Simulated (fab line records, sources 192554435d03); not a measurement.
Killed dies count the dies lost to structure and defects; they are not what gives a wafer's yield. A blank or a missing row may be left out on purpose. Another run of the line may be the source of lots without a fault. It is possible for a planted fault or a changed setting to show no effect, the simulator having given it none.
fab line records | flow n5-finfet | part 1 of 2: steps 1 to 26 of 34
[record] lots = 5 | wafers = 15 | last-day = 17
route steps=1938 shown WELL_APT@29 PMOS_HMC_CHANNEL_EPI@57
lots untouched by any fault: they come from a run of this same line in which no faults occurred
start-h: start of the lot's first displayed wafer, in hours after the record's first day | wait-h: hours from the lot's prior step to this one | " identical to the entry in the row above | L1.1+2: one row covering several wafers at once | - value missing, or start not given | * or withheld: withheld | < > ~ a bound
route shown NAME@n: a module of which the file shows steps, and the number in the route of the first | usual: mean/standard deviation taken from wafers without a fault | same: alike in all rows | chamber/n: place in a boat | sites: per-site readings | _std_site: the values' standard deviation | _edge_site: mean of outer sites minus mean of inner sites | radius-mm: how far each site lies from the wafer's centre | mask NAME#n: copy n | behind: tool/chamber where the wafer was last shaped | hold: why the lot was held/for how many hours/how that ended | device: the transistor (n, p or np) that didn't switch | end of line: tests of these same wafers at the route's end | where a step has no rows: the recipe by itself | killed: at the first sort, the dies lost to defects and structure; wafer yield is something else | map: a wafer's dies, marking killed ones x, the rest . and places with no die _
set.NAME: the setting as run; set.NAME@STEP: as run at that earlier step | model.NAME: the simulator's own value behind a step, which no gauge read
lots seen at some steps along the route; tables by step, rows by wafer
services: the hour from which a tool's chamber was out of use, counted from the record's first day as start-h (under 0 if before that day), plus the number of hours and why
[[steps]]
[step N5_WELL_APT_OVL_MEAS_09]
[recipe] points-per-wafer = 44
[usual] NWELL_OVL = 5/4.9
lot.wafer | tool       | chamber | start-h | wait-h | NWELL_OVL[nm]
L077.1    | overlay-01 | 0       | 31.71   | 0.0    | -6
L077.2    | "          | 0       | "       | "      | 7
L077.4    | "          | 0       | "       | "      | 3
L085.1    | overlay-02 | 0       | 79.60   | 0.0    | 9
L085.4    | "          | 0       | "       | "      | 3
L085.6    | "          | 0       | "       | "      | 1
L090.3    | overlay-01 | 0       | 109.72  | 0.0    | 8
L090.4    | "          | 0       | "       | "      | 1
L090.5    | "          | 0       | "       | "      | 13
L092.3    | overlay-01 | 0       | 121.94  | 0.0    | 7
L092.4    | "          | 0       | "       | "      | 9
L092.5    | "          | 0       | "       | "      | 1
L095.3    | overlay-01 | 0       | 139.74  | 0.0    | -5
L095.5    | "          | 0       | "       | "      | -7
L095.6    | "          | 0       | "       | "      | 0
[step N5_WELL_APT_INSPECT_10]
[recipe] mode = adi | inspect-instrument = macro
[usual] raw-defect-count = 1.9/1.4
lot.wafer | tool              | chamber | start-h | wait-h | raw-defect-count
L077.1    | defect-inspect-01 | -       | 31.73   | 0.0    | 2
L077.2    | "                 | -       | "       | "      | 4
L077.4    | "                 | -       | "       | "      | 1
L085.1    | defect-inspect-01 | -       | 79.62   | 0.0    | 3
L085.4    | "                 | -       | "       | "      | 4
L085.6    | "                 | -       | "       | "      | 8
L090.3    | defect-inspect-02 | -       | 109.74  | 0.0    | 1
L090.4    | "                 | -       | "       | "      | 2
L090.5    | "                 | -       | "       | "      | 1
L092.3    | defect-inspect-01 | -       | 121.97  | 0.0    | 2
L092.4    | "                 | -       | "       | "      | 1
L092.5    | "                 | -       | "       | "      | 2
L095.3    | defect-inspect-01 | -       | 139.77  | 0.0    | 4
L095.5    | "                 | -       | "       | "      | 3
L095.6    | "                 | -       | "       | "      | 0
[step N5_WELL_APT_DESCUM_13]
[recipe] chemistry = O2 | time-s = 7.9 | source-power-w = 50 | bias-power-w = 20 | pressure-mtorr = 20 | rf-frequency-hz = 2.712e+07 | temp-c = 40 | o2-flow-sccm = 225
[usual] drypump-motor-current-A = 5.9/0.41 | o2-flow-sccm = 225.1/0.65 | oes-product-au = 0.75/0.063 | rf-vpp-V = 243.2/1.2 | showerhead-plenum-p-Torr = 2.09/0.07 | throttle-valve-pct = 20.39/0.23
lot.wafer | tool        | chamber | start-h | wait-h | drypump-motor-current-A | o2-flow-sccm | oes-product-au | rf-hours-counter-h | rf-vpp-V | showerhead-plenum-p-Torr | throttle-valve-pct
L077.1    | rie-diel-03 | 2       | 31.77   | 0.0    | 5.4                     | 225.0        | 0.71           | 193                | 243.9    | 2.06                     | 20.30
L077.2    | "           | 3       | "       | "      | 5.9                     | 226.0        | 0.77           | 149                | 243.6    | 2.07                     | 19.96
L077.4    | "           | 1       | "       | "      | 6.3                     | 225.5        | 0.83           | 72                 | 244.0    | 2.12                     | 20.37
L085.1    | rie-diel-02 | 0       | 79.65   | 0.0    | 6.3                     | 226.1        | 0.77           | 118                | 241.7    | 1.91                     | 20.35
L085.4    | "           | 1       | "       | "      | 5.4                     | 224.8        | 0.75           | 148                | 243.3    | 2.18                     | 20.18
L085.6    | "           | 3       | "       | "      | 5.9                     | 224.5        | 0.91           | -                  | 242.0    | 2.04                     | 20.34
L090.3    | rie-diel-02 | 1       | 109.82  | 0.1    | 5.4                     | 225.7        | 0.76           | 159                | 243.7    | 2.18                     | 20.22
L090.4    | "           | 0       | "       | "      | 6.3                     | 224.5        | 0.77           | 128                | 241.4    | 1.91                     | 20.35
L090.5    | "           | 1       | "       | "      | 5.4                     | 225.7        | 0.75           | -                  | 244.2    | 2.18                     | 20.20
L092.3    | rie-diel-02 | 2       | 122.00  | 0.0    | 5.8                     | 226.2        | 0.69           | 227                | 244.3    | 2.07                     | 20.73
L092.4    | "           | 3       | "       | "      | 6.0                     | 225.1        | 0.87           | -                  | 243.4    | 2.03                     | 20.38
L092.5    | "           | 2       | "       | "      | 5.8                     | 225.8        | 0.70           | -                  | 242.5    | 2.07                     | 20.73
L095.3    | rie-diel-03 | 2       | 140.00  | 0.2    | 5.5                     | 225.6        | 0.68           | 227                | 242.5    | 2.05                     | 20.33
L095.5    | "           | 0       | "       | "      | 6.3                     | 224.4        | 0.67           | -                  | 243.5    | 2.07                     | 20.60
L095.6    | "           | 3       | "       | "      | 5.9                     | 225.5        | 0.73           | -                  | 242.9    | 2.06                     | 19.99
[step N5_WELL_APT_IMPLANT_14]
[recipe] species = P | energy-kev = 160 | dose-cm2 = 1.5e+13 | tilt-deg = 0 | rotation-deg = 0
lot.wafer  | tool         | chamber | start-h | wait-h
L077.1+2+4 | implanter-02 | 0       | 31.87   | 0.1
L085.1+4+6 | implanter-01 | 0       | 79.75   | 0.1
L090.3+4+5 | implanter-02 | 0       | 109.97  | 0.1
L092.3+4+5 | implanter-02 | 0       | 122.16  | 0.1
L095.3+5+6 | implanter-01 | 0       | 140.16  | 0.1
[step N5_WELL_APT_IMPLANT_15]
[recipe] species = As | energy-kev = 25 | dose-cm2 = 1.5e+13 | tilt-deg = 0 | rotation-deg = 0
lot.wafer  | tool         | chamber | start-h | wait-h
L077.1+2+4 | implanter-02 | 0       | 32.05   | 0.1
L085.1+4+6 | implanter-01 | 0       | 79.93   | 0.1
L090.3+4+5 | implanter-02 | 0       | 110.15  | 0.1
L092.3+4+5 | implanter-02 | 0       | 122.34  | 0.1
L095.3+5+6 | implanter-01 | 0       | 140.34  | 0.1
[step N5_WELL_APT_STRIP_16]
[recipe] chemistry = SPM | time-s = 900 | temp-c = 130 | h2so4-h2o2-vol-ratio = 4 | dry = ipa-marangoni
lot.wafer  | tool         | chamber | start-h | wait-h
L077.1+2+4 | wet-bench-06 | 7,4,0   | 32.25   | 0.2
L085.1+4+6 | wet-bench-01 | 7,6,3   | 80.14   | 0.2
L090.3+4+5 | wet-bench-01 | 2,6,7   | 110.52  | 0.3
L092.3+4+5 | wet-bench-06 | 3,0,1   | 122.50  | 0.1
L095.3+5+6 | wet-bench-03 | 3,5,0   | 140.49  | 0.1
[step N5_WELL_APT_HMDS_18]
[recipe] time-s = 60 | temp-c = 120
[usual] chill-plate-temp-C = 23.02/0.098 | resist-line-temp-C = 23.01/0.1
lot.wafer | tool           | chamber | start-h | wait-h | chill-plate-temp-C | resist-line-temp-C
L077.1    | litho-track-02 | 0       | 32.53   | 0.0    | 23.06              | 22.97
L077.2    | "              | 0       | "       | "      | 23.06              | 22.83
L077.4    | "              | 0       | "       | "      | 22.95              | 22.97
L085.1    | litho-track-04 | 0       | 80.44   | 0.0    | 22.87              | 23.15
L085.4    | "              | 0       | "       | "      | 22.96              | 23.09
L085.6    | "              | 0       | "       | "      | 22.95              | 23.02
L090.3    | litho-track-02 | 0       | 110.80  | 0.0    | 23.12              | 23.08
L090.4    | "              | 0       | "       | "      | 23.25              | 22.86
L090.5    | "              | 0       | "       | "      | 23.18              | 23.03
L092.3    | litho-track-02 | 0       | 122.78  | 0.0    | 22.95              | 23.01
L092.4    | "              | 0       | "       | "      | 22.93              | 22.96
L092.5    | "              | 0       | "       | "      | 22.90              | 23.03
L095.3    | litho-track-04 | 0       | 140.76  | 0.0    | 22.92              | 22.95
L095.5    | "              | 0       | "       | "      | 22.89              | 22.78
L095.6    | "              | 0       | "       | "      | 23.05              | 22.87
[step N5_WELL_APT_COAT_19]
[recipe] spin-rpm = 1357 | resist-thk-nm = 950
[usual] chill-plate-temp-C = 23.00/0.091 | resist-line-temp-C = 23.02/0.099
lot.wafer | tool           | chamber | start-h | wait-h | chill-plate-temp-C | resist-line-temp-C
L077.1    | litho-track-02 | 0       | -       | -      | 23.00              | 23.00
L077.2    | "              | 0       | "       | "      | 22.92              | 23.03
L077.4    | "              | 0       | "       | "      | 23.09              | 22.96
L085.1    | litho-track-04 | 0       | -       | -      | 22.87              | 23.04
L085.4    | "              | 0       | "       | "      | 22.90              | 22.99
L085.6    | "              | 0       | "       | "      | 22.95              | 23.04
L090.3    | litho-track-02 | 0       | -       | -      | 23.01              | 22.81
L090.4    | "              | 0       | "       | "      | 23.02              | 22.94
L090.5    | "              | 0       | "       | "      | 23.02              | 22.94
L092.3    | litho-track-02 | 0       | -       | -      | 23.10              | 22.93
L092.4    | "              | 0       | "       | "      | 22.93              | 22.99
L092.5    | "              | 0       | "       | "      | 23.19              | 22.91
L095.3    | litho-track-04 | 0       | -       | -      | 23.04              | 23.13
L095.5    | "              | 0       | "       | "      | 23.11              | 22.94
L095.6    | "              | 0       | "       | "      | 23.00              | 23.07
[step N5_WELL_APT_EBR_21]
[recipe] solvent = PGMEA | ebr-width-mm = 1.5
[usual] chill-plate-temp-C = 23.02/0.11 | resist-line-temp-C = 23.00/0.11
lot.wafer | tool           | chamber | start-h | wait-h | chill-plate-temp-C | resist-line-temp-C
L077.1    | litho-track-02 | 0       | -       | -      | 23.12              | 23.13
L077.2    | "              | 0       | "       | "      | 22.88              | 23.07
L077.4    | "              | 0       | "       | "      | 22.91              | 23.11
L085.1    | litho-track-04 | 0       | -       | -      | 23.09              | 23.13
L085.4    | "              | 0       | "       | "      | 23.11              | 23.08
L085.6    | "              | 0       | "       | "      | 22.87              | 23.12
L090.3    | litho-track-02 | 0       | -       | -      | 23.09              | 22.91
L090.4    | "              | 0       | "       | "      | 22.98              | 23.06
L090.5    | "              | 0       | "       | "      | 22.94              | 22.90
L092.3    | litho-track-02 | 0       | -       | -      | 23.27              | 22.76
L092.4    | "              | 0       | "       | "      | 23.26              | 23.06
L092.5    | "              | 0       | "       | "      | 23.28              | 22.92
L095.3    | litho-track-04 | 0       | -       | -      | 23.06              | 23.14
L095.5    | "              | 0       | "       | "      | 23.04              | 23.16
L095.6    | "              | 0       | "       | "      | 22.97              | 23.00
[step N5_WELL_APT_SOFTBAKE_20]
[recipe] temp-c = 130 | time-s = 60
[usual] chill-plate-temp-C = 23.01/0.1 | resist-line-temp-C = 23.01/0.099
lot.wafer | tool           | chamber | start-h | wait-h | chill-plate-temp-C | resist-line-temp-C
L077.1    | litho-track-02 | 0       | -       | -      | 22.95              | 22.85
L077.2    | "              | 0       | "       | "      | 22.91              | 23.15
L077.4    | "              | 0       | "       | "      | 22.76              | 23.02
L085.1    | litho-track-04 | 0       | -       | -      | 23.07              | 23.02
L085.4    | "              | 0       | "       | "      | 23.09              | 23.02
L085.6    | "              | 0       | "       | "      | 23.20              | 23.00
L090.3    | litho-track-02 | 0       | -       | -      | 23.08              | 22.87
L090.4    | "              | 0       | "       | "      | 22.91              | 23.02
L090.5    | "              | 0       | "       | "      | 23.01              | 22.92
L092.3    | litho-track-02 | 0       | -       | -      | 23.07              | 22.99
L092.4    | "              | 0       | "       | "      | 23.09              | 23.18
L092.5    | "              | 0       | "       | "      | 23.10              | 23.07
L095.3    | litho-track-04 | 0       | -       | -      | 22.85              | 23.09
L095.5    | "              | 0       | "       | "      | 22.83              | 23.17
L095.6    | "              | 0       | "       | "      | 22.79              | 23.05
[step N5_WELL_APT_EXPOSE_22]
[recipe] mask-id = PWELL | na = 0.8 | source-shape = conventional | sigma-outer = 0.8 | polarization = unpolarized | defocus-nm = 0 | target-cd-nm = 200 | dose-mj = 23.2
[usual] reticle-temp-C = 22.98/0.1
[same] na = 0.8
lot.wafer | tool           | chamber | start-h | wait-h | mask    | reticle-temp-C
L077.1    | krf-scanner-01 | 0       | 32.63   | -      | PWELL#0 | 23.08
L077.2    | "              | 0       | "       | "      | PWELL#0 | 23.03
L077.4    | "              | 0       | "       | "      | PWELL#0 | 23.06
L085.1    | krf-scanner-02 | 0       | 80.54   | -      | PWELL#0 | 22.84
L085.4    | "              | 0       | "       | "      | PWELL#0 | 22.90
L085.6    | "              | 0       | "       | "      | PWELL#0 | 22.88
L090.3    | krf-scanner-02 | 0       | 111.03  | -      | PWELL#0 | 23.17
L090.4    | "              | 0       | "       | "      | PWELL#0 | 23.06
L090.5    | "              | 0       | "       | "      | PWELL#0 | 23.06
L092.3    | krf-scanner-02 | 0       | 122.89  | -      | PWELL#0 | 23.10
L092.4    | "              | 0       | "       | "      | PWELL#0 | 23.22
L092.5    | "              | 0       | "       | "      | PWELL#0 | 23.25
L095.3    | krf-scanner-01 | 0       | 140.87  | -      | PWELL#0 | 23.07
L095.5    | "              | 0       | "       | "      | PWELL#0 | 22.95
L095.6    | "              | 0       | "       | "      | PWELL#0 | 22.95
[step N5_WELL_APT_PEB_23]
[recipe] peb-temp-c = 130 | peb-time-s = 90
[usual] chill-plate-temp-C = 23.01/0.11 | resist-line-temp-C = 23.01/0.1
lot.wafer | tool           | chamber | start-h | wait-h | chill-plate-temp-C | resist-line-temp-C
L077.1    | litho-track-01 | 0       | 32.69   | 0.1    | 22.94              | 23.12
L077.2    | "              | 0       | "       | "      | 23.11              | 23.10
L077.4    | "              | 0       | "       | "      | 23.06              | 22.90
L085.1    | litho-track-02 | 0       | 80.60   | 0.1    | 22.96              | 23.01
L085.4    | "              | 0       | "       | "      | 23.06              | 22.95
L085.6    | "              | 0       | "       | "      | 22.93              | 23.13
L090.3    | litho-track-04 | 0       | 111.08  | 0.0    | 23.03              | 22.88
L090.4    | "              | 0       | "       | "      | 23.07              | 22.88
L090.5    | "              | 0       | "       | "      | 23.01              | 22.77
L092.3    | litho-track-02 | 0       | 122.94  | 0.0    | 23.23              | 23.01
L092.4    | "              | 0       | "       | "      | 23.22              | 23.06
L092.5    | "              | 0       | "       | "      | 22.87              | 22.96
L095.3    | litho-track-01 | 0       | 140.92  | 0.0    | 23.19              | 22.82
L095.5    | "              | 0       | "       | "      | 22.98              | 23.04
L095.6    | "              | 0       | "       | "      | 23.21              | 22.95
[step N5_WELL_APT_DEVELOP_24]
[recipe] develop-time-s = 45 | rinse-liquid = surfactant-rinse | dry = air-spin | dev-temp-c = 21
[usual] chill-plate-temp-C = 22.98/0.1 | resist-line-temp-C = 22.99/0.1
lot.wafer | tool           | chamber | start-h | wait-h | chill-plate-temp-C | resist-line-temp-C
L077.1    | litho-track-01 | 0       | -       | -      | 23.01              | 22.90
L077.2    | "              | 0       | "       | "      | 23.10              | 23.16
L077.4    | "              | 0       | "       | "      | 23.03              | 22.91
L085.1    | litho-track-02 | 0       | -       | -      | 22.95              | 23.04
L085.4    | "              | 0       | "       | "      | 22.90              | 22.98
L085.6    | "              | 0       | "       | "      | 22.99              | 22.97
L090.3    | litho-track-04 | 0       | -       | -      | 22.97              | 23.09
L090.4    | "              | 0       | "       | "      | 22.91              | 23.24
L090.5    | "              | 0       | "       | "      | 22.87              | 23.03
L092.3    | litho-track-02 | 0       | -       | -      | 22.83              | 22.98
L092.4    | "              | 0       | "       | "      | 23.10              | 23.16
L092.5    | "              | 0       | "       | "      | 22.87              | 23.04
L095.3    | litho-track-01 | 0       | -       | -      | 22.98              | 23.01
L095.5    | "              | 0       | "       | "      | 23.02              | 23.07
L095.6    | "              | 0       | "       | "      | 23.18              | 23.01
[step N5_WELL_APT_HARDBAKE_29]
[recipe] temp-c = 130 | time-s = 120
[usual] chill-plate-temp-C = 22.98/0.1 | resist-line-temp-C = 22.97/0.1
lot.wafer | tool           | chamber | start-h | wait-h | chill-plate-temp-C | resist-line-temp-C
L077.1    | litho-track-01 | 0       | -       | -      | 22.94              | 23.11
L077.2    | "              | 0       | "       | "      | 23.00              | 22.96
L077.4    | "              | 0       | "       | "      | 22.90              | 22.98
L085.1    | litho-track-02 | 0       | -       | -      | 22.97              | 23.01
L085.4    | "              | 0       | "       | "      | 23.03              | 22.93
L085.6    | "              | 0       | "       | "      | 23.10              | 22.96
L090.3    | litho-track-04 | 0       | -       | -      | 22.92              | 23.00
L090.4    | "              | 0       | "       | "      | 22.84              | 23.07
L090.5    | "              | 0       | "       | "      | 22.85              | 22.97
L092.3    | litho-track-02 | 0       | -       | -      | 22.69              | 23.01
L092.4    | "              | 0       | "       | "      | 22.89              | 22.91
L092.5    | "              | 0       | "       | "      | 22.99              | 22.89
L095.3    | litho-track-01 | 0       | -       | -      | 23.10              | 22.92
L095.5    | "              | 0       | "       | "      | 23.08              | 23.07
L095.6    | "              | 0       | "       | "      | 23.21              | 23.00
[step N5_WELL_APT_CD_MEAS_25]
[recipe] target-cd-nm = 200 | landing-energy-ev = 500 | detector = se-inlens
[usual] cd-nm = 200.1/2
lot.wafer | tool      | chamber | start-h | wait-h | cd-nm
L077.1    | cd-sem-02 | 0       | 32.80   | -      | 202.3
L077.2    | "         | 0       | "       | "      | 205.2
L077.4    | "         | 0       | "       | "      | 200.9
L085.1    | cd-sem-01 | 0       | 80.71   | -      | 199.7
L085.4    | "         | 0       | "       | "      | 199.9
L085.6    | "         | 0       | "       | "      | 199.1
L090.3    | cd-sem-01 | 0       | 111.19  | -      | 201.1
L090.4    | "         | 0       | "       | "      | 199.0
L090.5    | "         | 0       | "       | "      | 199.4
L092.3    | cd-sem-03 | 0       | 123.05  | -      | 202.2
L092.4    | "         | 0       | "       | "      | 204.3
L092.5    | "         | 0       | "       | "      | 203.5
L095.3    | cd-sem-03 | 0       | 141.04  | -      | 199.1
L095.5    | "         | 0       | "       | "      | 200.5
L095.6    | "         | 0       | "       | "      | 196.7
[step N5_WELL_APT_OVL_MEAS_26]
[recipe] points-per-wafer = 44
[usual] PWELL_OVL = 4/4.6
lot.wafer | tool       | chamber | start-h | wait-h | PWELL_OVL[nm]
L077.1    | overlay-02 | 0       | 32.83   | 0.0    | 9
L077.2    | "          | 0       | "       | "      | 7
L077.4    | "          | 0       | "       | "      | 14
L085.1    | overlay-01 | 0       | 80.74   | 0.0    | -3
L085.4    | "          | 0       | "       | "      | 11
L085.6    | "          | 0       | "       | "      | -1
L090.3    | overlay-02 | 0       | 111.22  | 0.0    | 12
L090.4    | "          | 0       | "       | "      | 5
L090.5    | "          | 0       | "       | "      | 4
L092.3    | overlay-01 | 0       | 123.08  | 0.0    | -1
L092.4    | "          | 0       | "       | "      | 12
L092.5    | "          | 0       | "       | "      | 2
L095.3    | overlay-02 | 0       | 141.06  | 0.0    | 11
L095.5    | "          | 0       | "       | "      | -1
L095.6    | "          | 0       | "       | "      | 6
[step N5_WELL_APT_INSPECT_27]
[recipe] mode = adi | inspect-instrument = macro
[usual] raw-defect-count = 1.8/1.3
lot.wafer | tool              | chamber | start-h | wait-h | raw-defect-count
L077.1    | defect-inspect-02 | -       | 32.86   | 0.0    | 2
L077.2    | "                 | -       | "       | "      | 2
L077.4    | "                 | -       | "       | "      | 1
L085.1    | defect-inspect-01 | -       | 80.77   | 0.0    | 1
L085.4    | "                 | -       | "       | "      | 3
L085.6    | "                 | -       | "       | "      | 1
L090.3    | defect-inspect-01 | -       | 111.25  | 0.0    | 3
L090.4    | "                 | -       | "       | "      | 1
L090.5    | "                 | -       | "       | "      | 4
L092.3    | defect-inspect-01 | -       | 123.10  | 0.0    | 0
L092.4    | "                 | -       | "       | "      | 2
L092.5    | "                 | -       | "       | "      | 5
L095.3    | defect-inspect-01 | -       | 141.09  | 0.0    | 1
L095.5    | "                 | -       | "       | "      | 3
L095.6    | "                 | -       | "       | "      | 1
[step N5_WELL_APT_DESCUM_30]
[recipe] chemistry = O2 | time-s = 7.9 | source-power-w = 50 | bias-power-w = 20 | pressure-mtorr = 20 | rf-frequency-hz = 2.712e+07 | temp-c = 40 | o2-flow-sccm = 225
[usual] drypump-motor-current-A = 5.9/0.41 | o2-flow-sccm = 225.1/0.65 | oes-product-au = 0.75/0.065 | rf-vpp-V = 243.1/1.5 | showerhead-plenum-p-Torr = 2.09/0.088 | throttle-valve-pct = 20.41/0.21
lot.wafer | tool        | chamber | start-h | wait-h | drypump-motor-current-A | o2-flow-sccm | oes-product-au | rf-hours-counter-h | rf-vpp-V | showerhead-plenum-p-Torr | throttle-valve-pct
L077.1    | rie-diel-02 | 0       | 32.89   | 0.0    | 6.3                     | 225.3        | 0.79           | 102                | 240.9    | 1.92                     | 20.34
L077.2    | "           | 2       | "       | "      | 5.7                     | 224.4        | 0.72           | 196                | 242.7    | 2.08                     | 20.68
L077.4    | "           | 1       | "       | "      | 5.4                     | 225.5        | 0.78           | -                  | 245.2    | 2.19                     | 20.18
L085.1    | rie-diel-02 | 0       | 80.80   | 0.0    | 6.3                     | 224.7        | 0.76           | 118                | 241.0    | 1.91                     | 20.35
L085.4    | "           | 1       | "       | "      | 5.4                     | 225.1        | 0.75           | 148                | 245.6    | 2.18                     | 20.19
L085.6    | "           | 0       | "       | "      | 6.4                     | 225.1        | 0.76           | -                  | 241.4    | 1.91                     | 20.35
L090.3    | rie-diel-02 | 2       | 111.31  | 0.1    | 5.8                     | 224.9        | 0.70           | 223                | 243.1    | 2.08                     | 20.72
L090.4    | "           | 0       | "       | "      | 6.3                     | 224.4        | 0.77           | 129                | 240.3    | 1.91                     | 20.36
L090.5    | "           | 1       | "       | "      | 5.4                     | 224.7        | 0.75           | -                  | 244.2    | 2.18                     | 20.22
L092.3    | rie-diel-05 | 3       | 123.23  | 0.1    | 6.5                     | 224.7        | 0.71           | 185                | 243.9    | 2.17                     | 20.62
L092.4    | "           | 1       | "       | "      | 5.2                     | 224.3        | 0.71           | -                  | 244.0    | 2.18                     | 20.75
L092.5    | "           | 3       | "       | "      | 6.5                     | 225.0        | 0.72           | -                  | 244.4    | 2.17                     | 20.63
L095.3    | rie-diel-02 | 3       | 141.12  | 0.0    | 6.0                     | 225.7        | 0.86           | 35                 | 242.5    | 2.03                     | 20.38
L095.5    | "           | 2       | "       | "      | 5.8                     | 224.9        | 0.69           | -                  | 242.1    | 2.07                     | 20.74
L095.6    | "           | 3       | "       | "      | 6.0                     | 225.8        | 0.86           | -                  | 240.8    | 2.03                     | 20.38
[step N5_WELL_APT_IMPLANT_31]
[recipe] species = B | energy-kev = 60 | dose-cm2 = 1.5e+13 | tilt-deg = 0 | rotation-deg = 0
lot.wafer  | tool         | chamber | start-h | wait-h
L077.1+2+4 | implanter-01 | 0       | 32.99   | 0.1
L085.1+4+6 | implanter-02 | 0       | 80.90   | 0.1
L090.3+4+5 | implanter-01 | 0       | 111.46  | 0.1
L092.3+4+5 | implanter-01 | 0       | 123.39  | 0.1
L095.3+5+6 | implanter-01 | 0       | 141.28  | 0.1
[step N5_WELL_APT_IMPLANT_32]
[recipe] species = BF2 | energy-kev = 50 | dose-cm2 = 2e+13 | tilt-deg = 0 | rotation-deg = 0
lot.wafer  | tool         | chamber | start-h | wait-h
L077.1+2+4 | implanter-01 | 0       | 33.17   | 0.1
L085.1+4+6 | implanter-02 | 0       | 81.08   | 0.1
L090.3+4+5 | implanter-01 | 0       | 111.64  | 0.1
L092.3+4+5 | implanter-01 | 0       | 123.57  | 0.1
L095.3+5+6 | implanter-01 | 0       | 141.46  | 0.1
[step N5_WELL_APT_STRIP_33]
[recipe] chemistry = SPM | time-s = 900 | temp-c = 130 | h2so4-h2o2-vol-ratio = 4 | dry = ipa-marangoni
lot.wafer  | tool         | chamber | start-h | wait-h
L077.1+2+4 | wet-bench-06 | 0,1,7   | 33.38   | 0.2
L085.1+4+6 | wet-bench-01 | 2,4,5   | 81.29   | 0.2
L090.3+4+5 | wet-bench-03 | 4,7,0   | 111.79  | 0.1
L092.3+4+5 | wet-bench-03 | 7,6,4   | 123.72  | 0.1
L095.3+5+6 | wet-bench-01 | 6,7,3   | 141.61  | 0.1
[step N5_WELL_APT_RTA_34]
[recipe] temp-c = 1000 | time-s = 10 | ambient = N2 | idle-temp-c = 600 | ramp-up-c-per-s = 150 | ramp-down-c-per-s = 60 | cool-to-c = 600
[usual] anneal-temp-c-max = 1005.2/1 | lamp-power-pct = 13.01/0.055 | wafer_temp_C_max = 1003.5/1
lot.wafer | tool          | chamber | start-h | wait-h | anneal-temp-c-max | lamp-power-pct | wafer_temp_C_max
L077.1    | rtp-anneal-02 | 0       | 33.66   | 0.0    | 1005.3            | 13.06          | 1003.2
L077.2    | "             | 0       | "       | "      | 1004.1            | 13.08          | 1003.4
L077.4    | "             | 0       | "       | "      | 1005.3            | 12.99          | 1003.1
L085.1    | rtp-anneal-02 | 0       | 81.64   | 0.1    | 1003.9            | 13.04          | 1004.2
L085.4    | "             | 0       | "       | "      | 1005.0            | 12.94          | 1003.0
L085.6    | "             | 0       | "       | "      | 1002.9            | 12.99          | 1004.7
L090.3    | rtp-anneal-02 | 0       | 112.11  | 0.1    | 1006.1            | 12.98          | 1003.0
L090.4    | "             | 0       | "       | "      | 1005.0            | 12.91          | 1002.0
L090.5    | "             | 0       | "       | "      | 1004.1            | 13.14          | 1003.9
L092.3    | rtp-anneal-01 | 0       | 124.03  | 0.1    | 1004.5            | 12.97          | 1002.9
L092.4    | "             | 0       | "       | "      | 1004.9            | 13.01          | 1003.1
L092.5    | "             | 0       | "       | "      | 1005.7            | 13.00          | 1005.8
L095.3    | rtp-anneal-01 | 0       | 142.18  | 0.3    | 1005.9            | 12.95          | 1002.3
L095.5    | "             | 0       | "       | "      | 1007.9            | 13.01          | 1002.8
L095.6    | "             | 0       | "       | "      | 1005.0            | 12.95          | 1003.6
[step N5_WELL_APT_OXIDE_STRIP_42]
[recipe] chemistry = dHF | dilution = 25:1 | time-s = 45 | temp-c = 25 | target = SiO2 | target-depth-a = 120
lot.wafer  | tool         | chamber | start-h | wait-h
L077.1+2+4 | wet-bench-06 | 4,6,0   | 33.80   | 0.1
L085.1+4+6 | wet-bench-03 | 4,0,1   | 81.78   | 0.1
L090.3+4+5 | wet-bench-03 | 4,0,7   | 112.22  | 0.1
L092.3+4+5 | wet-bench-06 | 6,7,4   | 124.14  | 0.1
L095.3+5+6 | wet-bench-03 | 5,1,4   | 142.29  | 0.1
[step N5_WELL_APT_PRECLEAN_36]
[recipe] chemistry = O3/DIW | time-s = 45 | temp-c = 22 | o3-ppm = 10
lot.wafer  | tool         | chamber | start-h | wait-h
L077.1+2+4 | wet-bench-06 | 4,6,0   | 33.82   | 0.0
L085.1+4+6 | wet-bench-03 | 4,0,1   | 81.81   | 0.0
L090.3+4+5 | wet-bench-03 | 4,0,7   | 112.24  | 0.0
L092.3+4+5 | wet-bench-06 | 6,7,4   | 124.15  | 0.0
L095.3+5+6 | wet-bench-03 | 5,1,4   | 142.30  | 0.0
[step N5_WELL_APT_PRECLEAN_39]
[recipe] chemistry = dHF | time-s = 60 | dilution = 150:1 | temp-c = 25
lot.wafer  | tool         | chamber | start-h | wait-h
L077.1+2+4 | wet-bench-06 | 4,6,0   | 33.83   | 0.0
L085.1+4+6 | wet-bench-03 | 4,0,1   | 81.84   | 0.0
L090.3+4+5 | wet-bench-03 | 4,0,7   | 112.25  | 0.0
L092.3+4+5 | wet-bench-06 | 6,7,4   | 124.17  | 0.0
L095.3+5+6 | wet-bench-03 | 5,1,4   | 142.32  | 0.0
[step N5_WELL_APT_SRD_37]
[recipe] dry = ipa-marangoni | do-ppb = 5 | time-s = 30 | temp-c = 23 | rinse-liquid = diw
lot.wafer  | tool         | chamber | start-h | wait-h
L077.1+2+4 | wet-bench-06 | 4,6,0   | 33.84   | 0.0
L085.1+4+6 | wet-bench-03 | 4,0,1   | 81.87   | 0.0
L090.3+4+5 | wet-bench-03 | 4,0,7   | 112.27  | 0.0
L092.3+4+5 | wet-bench-06 | 6,7,4   | 124.18  | 0.0
L095.3+5+6 | wet-bench-03 | 5,1,4   | 142.33  | 0.0
